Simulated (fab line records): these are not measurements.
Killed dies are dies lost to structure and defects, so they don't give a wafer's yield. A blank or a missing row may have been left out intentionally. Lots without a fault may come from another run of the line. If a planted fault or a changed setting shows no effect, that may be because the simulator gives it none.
fab line records	flow n5-finfet
record: lots: 7	wafers: 21
route steps=1938 shown BEOL_M12@1653 BEOL_M14@1742 MIM_BOT_LITHO@1858 MIM_BOT_ETCH@1866 TV_OPEN@1890 PASSIVATION@1929
start-h: start of the lot's first displayed wafer, in hours after the record's first day	wait-h: time in hours since the lot's previous step	" repeats the value in the row above	L1.1+2: a single row standing in for several wafers	- value missing, or start not given	* or withheld: withheld	< > ~ a bound
route shown NAME@n: a module of which the file shows steps, and the number in the route of the first	usual: the fault-free wafers' mean and standard deviation	same: alike in all rows	chamber/n: place in a boat	sites: the reading at each site	_std_site: their standard deviation	_edge_site: mean of outer sites minus mean of inner sites	radius-mm: for every site, how far away it sits from the centre of the wafer	mask NAME#n: copy n	behind: tool/chamber where the wafer was last shaped	hold: the reason the lot was held/the length of the hold in hours/how it ended	device: whichever transistor did not switch (one of n, p or np)	end of line: tests of these same wafers at the route's end	a step with no rows: only its recipe	killed: dies lost to structure and defects at the first sort, not the wafer's yield	map: the dies of a wafer, with x for killed, . for not killed, _ for no die there
set.NAME: the run value of the setting; set.NAME@STEP: its run value at that earlier step	model.NAME: the simulator's own value behind a step, which no gauge read
lots with deliberately changed settings; one table per step, one row per wafer
== steps ==
step: N5_BEOL_M12_CMP_49
recipe: stop-on: SiOC	t-overpolish-s: 20.6	down-force-psi: 1	platen-rpm: 50	clearing-platen-down-force-psi: 1.5	clearing-platen-rpm: 50	post-cmp-clean: cu-alkaline	target-thk-nm: 320	clearing-platen-pad-velocity-m-s: 0.99484	pad-velocity-m-s: 0.99484
usual: barrier-field-endpoint-s: 30.4/0.77
lot.wafer	tool	chamber	start-h	wait-h	set.down-force-psi	barrier-field-endpoint-s
L081.1	cmp-02	1	312.09	0.3	1	30.5
L081.3	"	3	"	"	1	30.6
L081.6	"	2	"	"	1	30.1
L084.3	cmp-02	1	322.27	0.2	1	29.4
L084.4	"	3	"	"	1	30.4
L084.6	"	0	"	"	1	29.2
L082.1	cmp-02	1	322.77	0.3	1	29.9
L082.4	"	3	"	"	1	30.7
L082.5	"	1	"	"	1	30.0
L085.3	cmp-02	3	333.15	0.2	1	29.6
L085.1	"	1	"	"	0.8388	36.0
L085.5	"	2	"	"	1	30.3
L088.4	cmp-04	3	341.00	0.2	1	31.5
L088.6	"	0	"	"	1.068	28.5
L088.5	"	1	"	"	1	30.2
L096.2	cmp-04	3	372.84	0.2	1	32.0
L096.1	"	1	"	"	1.185	27.2
L096.4	"	2	"	"	1.185	27.2
L097.1	cmp-01	2	402.48	0.3	0.8586	34.8
L097.4	"	3	"	"	1	30.1
L097.5	"	1	"	"	0.8586	34.6
step: N5_BEOL_M12_DEP_53
recipe: material: SiCN	target-thk-a: 300	temp-c: withheld	precursor: 3MS/NH3	pressure-torr: 3	rf-w: 675	time-s: 10.5
lot.wafer	tool	chamber	start-h	wait-h	set.time-s	model.SiCN_of_BEOL_M12_DEP_53.thk-nm
L081.1+3	pecvd-04	0,2	312.45	0.0	10.5	30
L081.6	"	0	"	"	10.5	30.6
L084.3+4	pecvd-02	2,0	322.58	0.0	10.5	29.6
L084.6	"	2	"	"	10.5	30
L082.1	pecvd-02	2	323.12	0.0	10.5	29.4
L082.4+5	"	1,2	"	"	10.5	30.6
L085.1	pecvd-02	2	333.47	0.0	11.92	33
L085.3	"	0	"	"	10.5	29
L085.5	"	2	"	"	10.5	29.6
L088.4	pecvd-02	0	341.26	0.0	10.5	29.4
L088.5	"	1	"	"	10.07	28.6
L088.6	"	2	"	"	10.5	29.8
L096.1	pecvd-04	1	373.22	0.0	10.5	29.8
L096.2	"	2	"	"	10.5	29.6
L096.4	"	1	"	"	11.09	32
L097.1	pecvd-04	0	402.80	0.0	10.5	29.8
L097.4+5	"	2,1	"	"	10.5	30
step: N5_BEOL_M14_EXPOSE_25
recipe: mask-id: M14	na: 0.8	source-shape: annular	sigma-inner: 0.5	sigma-outer: 0.8	polarization: unpolarized	target-cd-nm: 280	dose-mj: 26.6
lot.wafer	tool	chamber	start-h	wait-h	mask	set.dose-mj
L081.1+3	krf-scanner-01	0	320.98	-	M14#0	26.6
L081.6	"	0	"	"	M14#0	28.01
L084.3+6	krf-scanner-02	0	330.10	-	M14#0	28.57
L084.4	"	0	"	"	M14#0	26.6
L082.1+4+5	krf-scanner-01	0	330.40	-	M14#0	26.6
L085.1+5	krf-scanner-01	0	343.91	-	M14#0	26.6
L085.3	"	0	"	"	M14#0	25.04
L088.4+5	krf-scanner-01	0	347.77	-	M14#0	26.6
L088.6	"	0	"	"	M14#0	27.41
L096.1	krf-scanner-02	0	380.52	-	M14#0	28.23
L096.2+4	"	0	"	"	M14#0	26.6
L097.1+4+5	krf-scanner-02	0	411.23	-	M14#0	26.6
step: N5_BEOL_M14_PEB_26
recipe: peb-temp-c: 130	peb-time-s: 90
step: N5_BEOL_M14_DEVELOP_27
recipe: develop-time-s: 45	rinse-liquid: diw	dry: air-spin	dev-temp-c: 21
step: N5_BEOL_M14_HARDBAKE_32
recipe: temp-c: 130	time-s: 120
step: N5_BEOL_M14_CD_MEAS_28
recipe: target-cd-nm: 284.4	landing-energy-ev: 500	detector: se-inlens
usual: cd-nm: 284.1/1.1
lot.wafer	tool	chamber	start-h	wait-h	set.dose-mj@BEOL_M14_EXPOSE_25	cd-nm
L081.1	cd-sem-02	0	321.16	-	26.6	285.2
L081.3	"	0	"	"	26.6	284.1
L081.6	"	0	"	"	28.01	294.0
L084.3	cd-sem-03	0	330.26	-	28.57	296.9
L084.4	"	0	"	"	26.6	286.0
L084.6	"	0	"	"	28.57	296.9
L082.1	cd-sem-01	0	330.57	-	26.6	283.8
L082.4	"	0	"	"	26.6	283.4
L082.5	"	0	"	"	26.6	286.2
L085.1	cd-sem-01	0	344.09	-	26.6	283.4
L085.3	"	0	"	"	25.04	273.9
L085.5	"	0	"	"	26.6	283.2
L088.4	cd-sem-01	0	347.93	-	26.6	283.4
L088.5	"	0	"	"	26.6	284.4
L088.6	"	0	"	"	27.41	289.6
L096.1	cd-sem-01	0	380.70	-	28.23	291.2
L096.2	"	0	"	"	26.6	283.6
L096.4	"	0	"	"	26.6	284.0
L097.1	cd-sem-01	0	411.40	-	26.6	284.2
L097.4	"	0	"	"	26.6	286.2
L097.5	"	0	"	"	26.6	282.8
step: N5_BEOL_M14_DESCUM_33
recipe: chemistry: O2	time-s: 7.9	source-power-w: 50	bias-power-w: 20	pressure-mtorr: 20	rf-frequency-hz: 2.712e+07	temp-c: 40	o2-flow-sccm: 225
lot.wafer	tool	chamber	start-h	wait-h	set.dose-mj@BEOL_M14_EXPOSE_25	model.BEOL_M14.cd-nm
L081.1	rie-diel-01	3	321.44	0.2	26.6	285.4
L081.3	"	0	"	"	26.6	284.2
L081.6	"	1	"	"	28.01	293.6
L084.3	rie-diel-01	1	330.35	0.0	28.57	296.8
L084.4	"	2	"	"	26.6	285.8
L084.6	"	3	"	"	28.57	296.6
L082.1+4	rie-diel-06	1,0	330.73	0.1	26.6	283.2
L082.5	"	1	"	"	26.6	286
L085.1	rie-diel-01	1	344.47	0.3	26.6	283.6
L085.3	"	3	"	"	25.04	273.8
L085.5	"	0	"	"	26.6	283.2
L088.4	rie-diel-03	1	348.01	0.0	26.6	283.2
L088.5	"	1	"	"	26.6	284.2
L088.6	"	0	"	"	27.41	289.4
L096.1	rie-diel-01	2	380.79	0.0	28.23	291.4
L096.2	"	0	"	"	26.6	283.4
L096.4	"	3	"	"	26.6	284
L097.1	rie-diel-01	0	411.50	0.1	26.6	284.4
L097.4	"	2	"	"	26.6	286
L097.5	"	3	"	"	26.6	282.6
step: N5_BEOL_M14_ETCH_67
recipe: chemistry: CF4	target: SiARC	target-depth-a: 1430	time-s: 238.3	ion-energy-ev: 80	pressure-mtorr: 40	source-w: 545	bias-w: 36	Ar_flow_sccm: 100	cf4-flow-sccm: 100	ends: cleared
step: N5_BEOL_M14_ETCH_68
recipe: chemistry: N2/H2	target: SOC	mask-material: SiARC	source-w: 3000	bias-w: 350	temp-c: 40	time-s: 450	ion-energy-ev: 200	pressure-mtorr: 30	n2-flow-sccm: 200	h2-flow-sccm: 200
lot.wafer	tool	chamber	start-h	wait-h	set.dose-mj@BEOL_M14_EXPOSE_25	model.BEOL_M14.cd-nm
L081.1	rie-diel-01	3	321.62	0.1	26.6	282
L081.3	"	0	"	"	26.6	281.2
L081.6	"	1	"	"	28.01	289
L084.3	rie-diel-01	1	330.53	0.1	28.57	293.6
L084.4	"	2	"	"	26.6	282.4
L084.6	"	3	"	"	28.57	294.6
L082.1	rie-diel-06	1	330.91	0.1	26.6	280
L082.4	"	0	"	"	26.6	278.8
L082.5	"	1	"	"	26.6	282
L085.1	rie-diel-01	1	344.65	0.1	26.6	279.4
L085.3	"	3	"	"	25.04	272.2
L085.5	"	0	"	"	26.6	279
L088.4	rie-diel-03	1	348.19	0.1	26.6	280
L088.5	"	1	"	"	26.6	280.6
L088.6	"	0	"	"	27.41	285.8
L096.1	rie-diel-01	2	380.97	0.1	28.23	287
L096.2	"	0	"	"	26.6	278.4
L096.4	"	3	"	"	26.6	280.8
L097.1	rie-diel-01	0	411.69	0.1	26.6	280.8
L097.4	"	2	"	"	26.6	282.2
L097.5	"	3	"	"	26.6	279.2
step: N5_MIM_BOT_LITHO_EXPOSE_05
recipe: mask-id: MIM_BOT	na: 0.55	source-shape: conventional	sigma-outer: 0.8	polarization: unpolarized	dose-mj: 24.25
lot.wafer	tool	chamber	start-h	wait-h	mask	set.dose-mj
L081.1	krf-scanner-02	0	336.75	-	MIM_BOT#0	23.03
L081.3+6	"	0	"	"	MIM_BOT#0	24.25
L084.3	krf-scanner-02	0	345.46	-	MIM_BOT#0	24.25
L084.4+6	"	0	"	"	MIM_BOT#0	25.05
L082.1+4+5	krf-scanner-02	0	346.67	-	MIM_BOT#0	24.25
L085.1+3+5	krf-scanner-02	0	357.36	-	MIM_BOT#0	24.25
L088.4+6	krf-scanner-02	0	365.65	-	MIM_BOT#0	23.22
L088.5	"	0	"	"	MIM_BOT#0	24.25
L096.1+4	krf-scanner-01	0	397.04	-	MIM_BOT#0	24.25
L096.2	"	0	"	"	MIM_BOT#0	23.14
L097.1+4	krf-scanner-02	0	431.25	-	MIM_BOT#0	24.25
L097.5	"	0	"	"	MIM_BOT#0	25.87
step: N5_MIM_BOT_LITHO_PEB_06
recipe: peb-temp-c: withheld	peb-time-s: *
step: N5_MIM_BOT_LITHO_DEVELOP_07
recipe: develop-time-s: 60	rinse-liquid: diw	dry: air-spin	dev-temp-c: 21
step: N5_MIM_BOT_LITHO_HARDBAKE_09
recipe: temp-c: 130	time-s: 120
step: N5_MIM_BOT_LITHO_CD_MEAS_08
recipe: target-cd-nm: 3000	landing-energy-ev: 500	detector: se-inlens	polarity: opening
usual: cd-nm: 3000.3/1.7
lot.wafer	tool	chamber	start-h	wait-h	set.dose-mj@MIM_BOT_LITHO_EXPOSE_05	cd-nm
L081.1	cd-sem-01	0	336.93	-	23.03	2993.8
L081.3	"	0	"	"	24.25	3000.0
L081.6	"	0	"	"	24.25	3003.6
L084.3	cd-sem-02	0	345.63	-	24.25	2999.6
L084.4	"	0	"	"	25.05	3005.0
L084.6	"	0	"	"	25.05	3005.9
L082.1	cd-sem-03	0	346.84	-	24.25	2998.1
L082.4	"	0	"	"	24.25	2997.5
L082.5	"	0	"	"	24.25	2996.0
L085.1	cd-sem-03	0	357.54	-	24.25	2998.9
L085.3	"	0	"	"	24.25	2998.8
L085.5	"	0	"	"	24.25	2997.7
L088.4	cd-sem-01	0	365.81	-	23.22	2992.1
L088.5	"	0	"	"	24.25	2999.2
L088.6	"	0	"	"	23.22	2992.3
L096.1	cd-sem-02	0	397.22	-	24.25	3000.6
L096.2	"	0	"	"	23.14	2992.3
L096.4	"	0	"	"	24.25	2999.4
L097.1	cd-sem-02	0	431.43	-	24.25	2998.1
L097.4	"	0	"	"	24.25	2999.4
L097.5	"	0	"	"	25.87	3011.5
step: N5_MIM_BOT_ETCH_ETCH_04
recipe: chemistry: CF4/O2	target: SiNx	target-depth-a: 260	time-s: 13	ion-energy-ev: 100	pressure-mtorr: 40	source-w: 535	bias-w: 49	Ar_flow_sccm: 100	cf4-flow-sccm: 100	O2_flow_sccm: 10
lot.wafer	tool	chamber	start-h	wait-h	set.time-s	model.etch.depth-nm
L081.1	rie-diel-01	3	337.08	0.0	10.94	22.05
L081.3	"	2	"	"	13	25.83
L081.6	"	2	"	"	13	25.79
L084.3	rie-diel-03	2	345.98	0.0	13	25.56
L084.4	"	0	"	"	13	26.45
L084.6	"	3	"	"	12.08	23.83
L082.1	rie-diel-06	0	347.00	0.0	13	25.94
L082.4	"	3	"	"	13	26.54
L082.5	"	1	"	"	13	26.25
L085.1	rie-diel-06	3	357.69	0.0	13	26.31
L085.3	"	2	"	"	13	25.65
L085.5	"	1	"	"	13	26.27
L088.4	rie-diel-01	0	366.00	0.0	14.27	27.93
L088.5	"	3	"	"	13	25.84
L088.6	"	1	"	"	13	25.88
L096.1	rie-diel-06	0	397.42	0.0	11.23	22.25
L096.2	"	1	"	"	13	26.18
L096.4	"	0	"	"	11.23	22.23
L097.1	rie-diel-01	2	431.58	0.0	14.57	29.42
L097.4	"	0	"	"	14.57	28.86
L097.5	"	2	"	"	13	26.32
step: N5_PASSIVATION_ETCH_15
recipe: chemistry: CF4/N2	target: SiCN	target-depth-a: 750	taper-deg: 2	time-s: 81.2	ion-energy-ev: 150	mask-material: SiNx	pressure-mtorr: 40	source-w: 430	bias-w: 70	Ar_flow_sccm: 100	cf4-flow-sccm: 60	n2-flow-sccm: 60
usual: rf-vpp-V: 382.3/1.8
lot.wafer	tool	chamber	start-h	wait-h	set.bias-w	rf-vpp-V	model.etch.depth-nm
L081.1	rie-diel-05	1	-	-	70	381.8	66.22
L081.3	"	2	"	"	74	393.9	67.13
L081.6	"	1	"	"	70	381.1	66.08
L084.3	rie-diel-05	1	-	-	60.42	348.0	62.62
L084.4	"	0	"	"	70	382.3	66.2
L084.6	"	2	"	"	60.42	347.7	62.22
L082.1	rie-diel-04	3	-	-	70	386.8	66.32
L082.4	"	2	"	"	70	383.6	65.22
L082.5	"	2	"	"	70	383.3	64.94
L085.1	rie-diel-04	0	-	-	70	380.6	64.27
L085.3	"	2	"	"	73.42	395.5	67.08
L085.5	"	0	"	"	70	381.2	64.6
L088.4	rie-diel-02	0	-	-	70	380.9	65.86
L088.5	"	1	"	"	70	384.1	65.66
L088.6	"	0	"	"	70	381.4	65.95
L096.1	rie-diel-04	1	-	-	63.24	355.8	62.82
L096.2	"	2	"	"	70	383.0	64.86
L096.4	"	0	"	"	63.24	356.6	61.74
L097.1	rie-diel-05	0	-	-	79.58	413.8	68.88
L097.4	"	1	"	"	70	382.0	66.16
L097.5	"	3	"	"	79.58	413.9	68.47
step: N5_PASSIVATION_PASS_ETCH_47
recipe: chemistry: CF4/O2	target: SiNx	target-depth-a: 7700	time-s: 385	ion-energy-ev: 100	pressure-mtorr: 40	source-w: 535	bias-w: 49	Ar_flow_sccm: 100	cf4-flow-sccm: 100	O2_flow_sccm: 10
lot.wafer	tool	chamber	start-h	wait-h	set.time-s	model.etch.depth-nm
L081.1	rie-diel-01	3	342.82	0.0	385	772.9
L081.3	"	2	"	"	385	766.7
L081.6	"	0	"	"	385	761.4
L084.3	rie-diel-03	2	350.79	0.0	385	757.8
L084.4	"	0	"	"	385	776.8
L084.6	"	1	"	"	385	747.8
L082.1	rie-diel-01	2	352.94	0.0	385	766
L082.4	"	3	"	"	385	777
L082.5	"	3	"	"	385	778.3
L085.1	rie-diel-01	1	366.41	0.0	310.1	625.3
L085.3	"	3	"	"	310.1	611.9
L085.5	"	3	"	"	310.1	617
L088.4	rie-diel-03	1	371.88	0.0	360.4	708.1
L088.5	"	1	"	"	385	754
L088.6	"	2	"	"	360.4	718.4
L096.1	rie-diel-01	0	403.91	0.0	385	758.1
L096.2	"	1	"	"	408.8	824.2
L096.4	"	2	"	"	408.8	814.2
L097.1	rie-diel-06	2	437.39	0.0	407	818.8
L097.4	"	0	"	"	385	759.8
L097.5	"	2	"	"	385	774.7
== key ==
split: step: N5_BEOL_M12_CMP_49	setting: down-force-psi	stated: 1	by: wafer
response: step: N5_BEOL_M12_CMP_49	reading: barrier-field-endpoint-s	change: -0.317	per: 1%	r: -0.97
split: step: N5_BEOL_M12_DEP_53	setting: time-s	stated: 10.5	by: wafer
response: step: N5_BEOL_M12_DEP_53	reading: model.SiCN_of_BEOL_M12_DEP_53.thk-nm	change: +0.29	per: 1%	r: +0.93
split: step: N5_BEOL_M14_EXPOSE_25	setting: dose-mj	stated: 26.6	by: wafer
response: step: N5_BEOL_M14_CD_MEAS_28	reading: cd-nm	change: +1.51	per: 1%	r: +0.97
response: step: N5_BEOL_M14_DESCUM_33	reading: model.BEOL_M14.cd-nm	change: +1.51	per: 1%	r: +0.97
response: step: N5_BEOL_M14_ETCH_68	reading: model.BEOL_M14.cd-nm	change: +1.4	per: 1%	r: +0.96
split: step: N5_MIM_BOT_LITHO_EXPOSE_05	setting: dose-mj	stated: 24.25	by: wafer
response: step: N5_MIM_BOT_LITHO_CD_MEAS_08	reading: cd-nm	change: +1.75	per: 1%	r: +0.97
split: step: N5_MIM_BOT_ETCH_ETCH_04	setting: time-s	stated: 13	by: wafer
response: step: N5_MIM_BOT_ETCH_ETCH_04	reading: model.etch.depth-nm	change: +0.251	per: 1%	r: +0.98
split: step: N5_PASSIVATION_ETCH_15	setting: bias-w	stated: 70	by: wafer
response: step: N5_PASSIVATION_ETCH_15	reading: rf-vpp-V	change: +2.49	per: 1%	r: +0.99
response: step: N5_PASSIVATION_ETCH_15	reading: model.etch.depth-nm	change: +0.247	per: 1%	r: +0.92
split: step: N5_PASSIVATION_PASS_ETCH_47	setting: time-s	stated: 385	by: wafer
response: step: N5_PASSIVATION_PASS_ETCH_47	reading: model.etch.depth-nm	change: +8.35	per: 1%	r: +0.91
